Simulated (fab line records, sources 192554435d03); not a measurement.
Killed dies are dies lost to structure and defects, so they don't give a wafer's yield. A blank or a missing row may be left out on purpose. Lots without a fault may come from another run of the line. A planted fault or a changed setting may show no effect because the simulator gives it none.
Chamber matching | flow n5_finfet | N5_BEOL_M3_ETCHBACK_99 on rie_diel-05: 4 sister chambers
The step etches SiO2 in CHF3, target depth 5 nm, time 10.4 s. 8 wafers are shown with their chamber, then 8 later ones without.

WAFERS WITH THEIR CHAMBER
wafer  | chamber | drypump_motor_current_A (A) | rf_vpp_V (V)
L074.4 | 0       | 6.0                         | 242
L075.6 | 2       | 5.1                         | 246
L083.2 | 3       | 5.2                         | 246
L083.5 | 3       | 5.1                         | 245
L090.4 | 0       | 6.0                         | 241
L090.5 | 2       | 5.1                         | 246
L090.6 | 1       | 5.8                         | 233
L091.2 | 1       | 5.8                         | 234

WAFERS WITHOUT THEIR CHAMBER
wafer  | drypump_motor_current_A (A) | rf_vpp_V (V)
L091.3 | 6.1                         | 241
L091.5 | 5.8                         | 234
L095.1 | 6.0                         | 243
L095.3 | 5.1                         | 245
L095.5 | 5.9                         | 234
L096.2 | 5.2                         | 245
L096.4 | 6.0                         | 242
L096.6 | 5.1                         | 245

WHICH CHAMBER EACH WENT THROUGH
wafer  | from the rows above     | in truth
L091.3 | 0                       | 0
L091.5 | 1                       | 1
L095.1 | 0                       | 0
L095.3 | can't be placed: 2 or 3 | 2
L095.5 | 1                       | 1
L096.2 | can't be placed: 3 or 2 | 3
L096.4 | 0                       | 0
L096.6 | can't be placed: 2 or 3 | 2
Placed correctly: 5 of 8. Can't be placed from these rows: 3 (the true chamber is among the candidates in 3). Placed wrongly: 0.
How it was worked out, from the rows above alone: a wafer's distance from a chamber is the root of the sum, over the readings, of the square of ((its reading less the chamber's mean) divided by the reading's scatter). The wafer belongs to the nearest chamber; if the next one is less than 2 further off, it can't be placed. A chamber's mean is the mean of its shown wafers. The scatter: the root of (the sum of the squares of (reading less its chamber's mean) over the shown wafers, divided by (wafers less chambers)).
